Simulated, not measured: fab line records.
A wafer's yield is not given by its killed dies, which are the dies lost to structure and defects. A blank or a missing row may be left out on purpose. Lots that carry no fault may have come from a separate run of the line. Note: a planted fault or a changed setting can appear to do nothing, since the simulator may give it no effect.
Chamber matching + flow nand harc + cmp-03 running NHARC_A_BLC_CMP_25: 4 sister chambers
The step polishes, t overpolish 30 s, target thk 150 nm. 4 wafers are shown with their chamber, then 8 later ones without.

== WAFERS WITH THEIR CHAMBER ==
| wafer  | chamber | motor current A (A) |
|--------|---------|---------------------|
| L084.6 | 3       | 13.2                |
| L088.4 | 0       | 10.7                |
| L088.6 | 1       | 11.6                |
| L089.3 | 2       | 12.8                |

== WAFERS WITHOUT THEIR CHAMBER ==
| wafer  | motor current A (A) |
|--------|---------------------|
| L089.4 | 11.6                |
| L089.5 | 10.9                |
| L096.1 | 12.1                |
| L096.4 | 10.6                |
| L096.5 | 11.8                |
| L095.2 | 12.6                |
| L095.4 | 10.6                |
| L095.5 | 11.5                |

== THE CHAMBER EACH PASSED THROUGH ==
| wafer  | from the rows above     | in truth |
|--------|-------------------------|----------|
| L089.4 | 1                       | 1        |
| L089.5 | 0                       | 0        |
| L096.1 | can't be placed: 1 or 2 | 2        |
| L096.4 | 0                       | 0        |
| L096.5 | 1                       | 1        |
| L095.2 | can't be placed: 2 or 3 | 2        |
| L095.4 | 0                       | 0        |
| L095.5 | 1                       | 1        |
Correctly placed: 6 of 8. Not placeable from these rows: 2 (in 2, the candidates include the true chamber). Placed wrongly: 0.
How it was worked out, from the rows above alone: a wafer's distance from a chamber is the root of the sum, over the readings, of the square of ((its reading less the chamber's mean) divided by the reading's scatter). The wafer belongs to the nearest chamber; if the next one is less than 2 further off, it can't be placed. For every chamber, the mean is computed from those of its wafers that are shown. The scatter: root of mean squared gap, hidden wafer to nearest shown wafer, with one shown wafer a chamber.
